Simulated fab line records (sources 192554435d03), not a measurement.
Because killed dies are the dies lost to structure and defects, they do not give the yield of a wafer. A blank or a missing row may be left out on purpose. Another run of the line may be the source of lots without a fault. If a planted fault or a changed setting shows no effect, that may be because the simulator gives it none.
Matching of chambers	flow n5Finfet	N5_BEOL_M0_SAQP_SPACER2_ALD_26 on aldSin-01: 4 sister chambers
The step deposits SiO2, target thk 15 nm, pulse time 1 s, purge time 2 s. 8 wafers are shown with their chamber, then 11 later ones without.

## WAFERS WITH THEIR CHAMBER
wafer	chamber	heaterPowerW (W)	chamberPressureTorr (Torr)
L080.3	3	507	1.999
L080.4	1	444	2.007
L080.5	2	475	1.999
L081.3	3	488	2.000
L084.2	1	463	2.003
L084.3	0	465	2.002
L084.6	0	467	2.003
L086.1	2	459	1.995

## WAFERS WHOSE CHAMBER IS MISSING
wafer	heaterPowerW (W)	chamberPressureTorr (Torr)
L086.3	486	1.994
L086.5	454	2.001
L087.1	462	2.000
L087.5	456	1.993
L087.6	472	2.007
L089.1	473	2.000
L089.4	443	2.006
L089.5	474	2.003
L093.3	467	2.002
L093.4	481	1.995
L093.6	454	2.004

## THE CHAMBER EACH PASSED THROUGH
wafer	from the rows above	in truth
L086.3	can't be placed: 2 or 3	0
L086.5	can't be placed: 0 or 1 or 2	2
L087.1	can't be placed: 0 or 2 or 1 or 3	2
L087.5	2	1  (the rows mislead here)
L087.6	can't be placed: 1 or 0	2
L089.1	can't be placed: 0 or 2 or 3 or 1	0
L089.4	can't be placed: 1 or 0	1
L089.5	can't be placed: 0 or 1 or 3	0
L093.3	can't be placed: 0 or 1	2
L093.4	can't be placed: 2 or 3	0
L093.6	can't be placed: 1 or 0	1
Correct placement for 0 of the 11. These rows do not allow placing 10 (true chamber among the candidates in 6). Placed wrongly: 1.
How it was worked out, from the rows above alone: a wafer's distance from a chamber is the root of the sum, over the readings, of the square of ((its reading less the chamber's mean) divided by the reading's scatter). The wafer belongs to the nearest chamber; if the next one is less than 2 further off, it can't be placed. For every chamber, the mean is computed from those of its wafers that are shown. The scatter: take each reading less its chamber's mean, square it, sum over the shown wafers, divide by the number of wafers less the number of chambers, and take the root.
